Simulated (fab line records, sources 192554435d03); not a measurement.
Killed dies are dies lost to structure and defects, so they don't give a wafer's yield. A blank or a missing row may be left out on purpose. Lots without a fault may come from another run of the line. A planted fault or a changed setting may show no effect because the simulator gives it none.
One fault seen from 3 desks | flow n5_finfet | each desk has only its own numbers; what lay behind them comes last

THE METROLOGY DESK
What the gauges read, lot by lot, whatever tool the lot ran on: means of the sampled wafers that have a number. A lot is out of limits, marked OUT, if its mean lies more than 4 standard deviations from the usual mean; the brackets give that distance. Of its 12 readings 7 are shown: those that lie furthest out on some lot.
Columns: A = cd_nm at N5_MOL_CONTACT_COAG_CD_MEAS_84, usual 25.14 nm; B = VG_OVL at N5_MOL_CONTACT_COAG_OVL_MEAS_85, usual 0.3 nm; C = DIBL_P at N5_BEOL_M4_RC_MEAS_101, usual 36.3 mV/V; D = IOFF_P at N5_BEOL_M4_RC_MEAS_101, usual 0.210 nA/um; E = SS_N at N5_BEOL_M4_RC_MEAS_101, usual 71.4 mV/dec; F = SS_P at N5_BEOL_M4_RC_MEAS_101, usual 73.2 mV/dec; G = VT_N at N5_BEOL_M4_RC_MEAS_101, usual 249.9 mV
lot  | first seen here | A     | B    | C    | D     | E    | F    | G
L260 | day 5 11:10     | 25.08 | 0.5  | 36.3 | 0.230 | 71.1 | 73.6 | 246.3
L261 | day 6 00:28     | 25.26 | 0.5  | 35.6 | 0.201 | 70.7 | 73.3 | 251.7
L264 | day 6 21:06     | 25.23 | 0.0  | 35.9 | 0.223 | 71.3 | 73.1 | 248.3
L266 | day 7 00:00     | 25.15 | 0.3  | 34.8 | 0.232 | 71.7 | 73.2 | 248.2
L277 | day 9 23:17     | 25.26 | -0.8 | 35.9 | 0.214 | 71.2 | 73.7 | 247.4
L278 | day 10 03:44    | 25.00 | -1.0 | 35.5 | 0.168 | 71.3 | 72.3 | 250.2
L281 | day 10 22:20    | 25.50 | 0.6  | 33.8 | 0.174 | 71.0 | 73.2 | 251.9
This desk's finding: nothing out of limits on any of the 7 lots.

THE DEFECT DESK
What the inspections along the route counted, lot by lot: means of the sampled wafers that have a number. A lot is out of limits, marked OUT, if its mean lies more than 4 standard deviations from the usual mean; the brackets give that distance.
Columns: A = raw_defect_count at N5_MOL_CONTACT_COAG_INSPECT_57, usual 220
lot  | first seen here | A
L260 | day 5 11:15     | 277
L261 | day 6 00:33     | 169
L264 | day 6 21:11     | 251
L266 | day 7 00:05     | 264
L277 | day 9 23:22     | 326
L278 | day 10 03:49    | 156
L281 | day 10 22:25    | 168
This desk's finding: nothing out of limits on any of the 7 lots.

THE TOOL OWNER'S DESK: rie_diel-04
The tool's own readings at N5_MOL_CONTACT_COAG_ETCH_91 (etches SOC in N2/H2, target depth 60 nm, overetch 21 nm, time 101.2 s): means of the sampled wafers that have a number, for each lot that ran on this tool. A lot is out of limits, marked OUT, if its mean lies more than 4 standard deviations from the usual mean; the brackets give that distance.
Columns: A = drypump_motor_current_A at N5_MOL_CONTACT_COAG_ETCH_91, usual 5.5 A; B = n2_flow_sccm at N5_MOL_CONTACT_COAG_ETCH_91, usual 200.0 sccm; C = oes_product_au at N5_MOL_CONTACT_COAG_ETCH_91, usual 0.68 a.u.; D = rf_vpp_V at N5_MOL_CONTACT_COAG_ETCH_91, usual 524.9 V; E = showerhead_plenum_p_Torr at N5_MOL_CONTACT_COAG_ETCH_91, usual 2.58 Torr; F = throttle_valve_pct at N5_MOL_CONTACT_COAG_ETCH_91, usual 17.80 %
lot  | first seen here | A   | B     | C    | D     | E    | F
L266 | day 7 00:42     | 5.5 | 200.6 | 0.68 | 524.1 | 2.56 | 17.84
L277 | day 9 23:45     | 5.4 | 200.8 | 0.78 | 523.5 | 2.58 | 17.88
L278 | day 10 04:29    | 5.5 | 200.0 | 0.73 | 523.8 | 2.58 | 17.82
L281 | day 10 23:23    | 5.6 | 200.4 | 0.72 | 524.8 | 2.54 | 17.91
This desk's finding: nothing out of limits on any of the 4 lots.

PUT TOGETHER
The metrology desk saw nothing out of limits.
The defect desk saw nothing out of limits.
The tool owner's desk saw nothing out of limits.

WHAT THE SIMULATOR HAD PUT IN
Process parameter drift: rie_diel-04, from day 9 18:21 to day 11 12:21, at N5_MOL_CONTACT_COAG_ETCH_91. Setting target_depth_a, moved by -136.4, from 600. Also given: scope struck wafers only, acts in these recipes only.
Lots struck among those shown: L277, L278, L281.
